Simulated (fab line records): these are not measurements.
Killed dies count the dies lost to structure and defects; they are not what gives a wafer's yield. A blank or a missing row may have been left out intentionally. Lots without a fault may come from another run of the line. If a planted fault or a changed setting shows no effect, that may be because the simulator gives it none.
Matching of chambers + flow nand-harc + rie-diel-03 running NHARC_A_STAIRCASE_ETCHBACK_422: 4 sister chambers
The step etches the open film in CH3F/O2, target depth 40 nm, time 74.286 s. 18 wafers are shown with their chamber, then 9 later ones without.

WAFERS WITH THEIR CHAMBER
| wafer  | chamber | showerhead-plenum-p-Torr (Torr) | drypump-motor-current-A (A) | rf-vpp-V (V) |
|--------|---------|---------------------------------|-----------------------------|--------------|
| L077.1 | 3       | 2.52                            | 6.0                         | 245.0        |
| L077.2 | 2       | 2.50                            | 5.7                         | 246.0        |
| L077.5 | 1       | 2.62                            | 5.7                         | 246.8        |
| L078.2 | 0       | 2.50                            | 5.5                         | 245.8        |
| L078.3 | 3       | 2.52                            | 6.1                         | 244.3        |
| L078.4 | 2       | 2.50                            | 5.8                         | 243.7        |
| L082.2 | 3       | 2.51                            | 6.1                         | 243.9        |
| L082.3 | 0       | 2.49                            | 5.5                         | 244.7        |
| L082.4 | 1       | 2.61                            | 5.8                         | 244.8        |
| L082.1 | 2       | 2.49                            | 5.8                         | 245.4        |
| L082.5 | 3       | 2.51                            | 6.1                         | 246.0        |
| L082.6 | 0       | 2.49                            | 5.5                         | 244.4        |
| L087.2 | 3       | 2.51                            | 6.1                         | 245.6        |
| L087.3 | 1       | 2.61                            | 5.8                         | 245.0        |
| L087.6 | 1       | 2.61                            | 5.8                         | 247.2        |
| L087.1 | 0       | 2.49                            | 5.5                         | 245.1        |
| L087.4 | 2       | 2.49                            | 5.8                         | 244.4        |
| L087.5 | 2       | 2.49                            | 5.8                         | 243.9        |

SIGNATURES (averages over the wafers above)
| reading                  | chamber 0 | chamber 1 | chamber 2 | chamber 3 | scatter within a chamber |
|--------------------------|-----------|-----------|-----------|-----------|--------------------------|
| showerhead-plenum-p-Torr | 2.4925    | 2.6125    | 2.4940    | 2.5140    | 0.00528                  |
| drypump-motor-current-A  | 5.500     | 5.775     | 5.780     | 6.080     | 0.041                    |
| rf-vpp-V                 | 245.000   | 245.950   | 244.680   | 244.960   | 0.948                    |
Rule: for a wafer and a chamber, the distance is found by dividing, reading by reading, the gap between the wafer's reading and the chamber's mean by the reading's scatter, squaring, summing and taking the root. The wafer belongs to the nearest chamber; if the next one is less than 2 further off, it can't be placed. The scatter: the root of (the sum of the squares of (reading less its chamber's mean) over the shown wafers, divided by (wafers less chambers)).

WAFERS WHOSE CHAMBER IS MISSING
| wafer  | showerhead-plenum-p-Torr (Torr) | drypump-motor-current-A (A) | rf-vpp-V (V) |
|--------|---------------------------------|-----------------------------|--------------|
| L095.1 | 2.48                            | 5.5                         | 244.3        |
| L095.2 | 2.61                            | 5.8                         | 245.0        |
| L095.3 | 2.50                            | 6.0                         | 245.6        |
| L093.1 | 2.50                            | 6.1                         | 244.9        |
| L093.3 | 2.60                            | 5.8                         | 246.6        |
| L093.4 | 2.48                            | 5.5                         | 243.8        |
| L096.2 | 2.48                            | 5.5                         | 245.3        |
| L096.5 | 2.60                            | 5.8                         | 247.1        |
| L096.6 | 2.48                            | 5.7                         | 243.2        |

WHICH CHAMBER EACH WENT THROUGH
| wafer  | from the rows above | in truth |
|--------|---------------------|----------|
| L095.1 | 0                   | 0        |
| L095.2 | 1                   | 1        |
| L095.3 | 3                   | 3        |
| L093.1 | 3                   | 3        |
| L093.3 | 1                   | 1        |
| L093.4 | 0                   | 0        |
| L096.2 | 0                   | 0        |
| L096.5 | 1                   | 1        |
| L096.6 | 2                   | 2        |
9 of 9 placed correctly. From these rows, 0 cannot be placed. 0 placed wrongly.
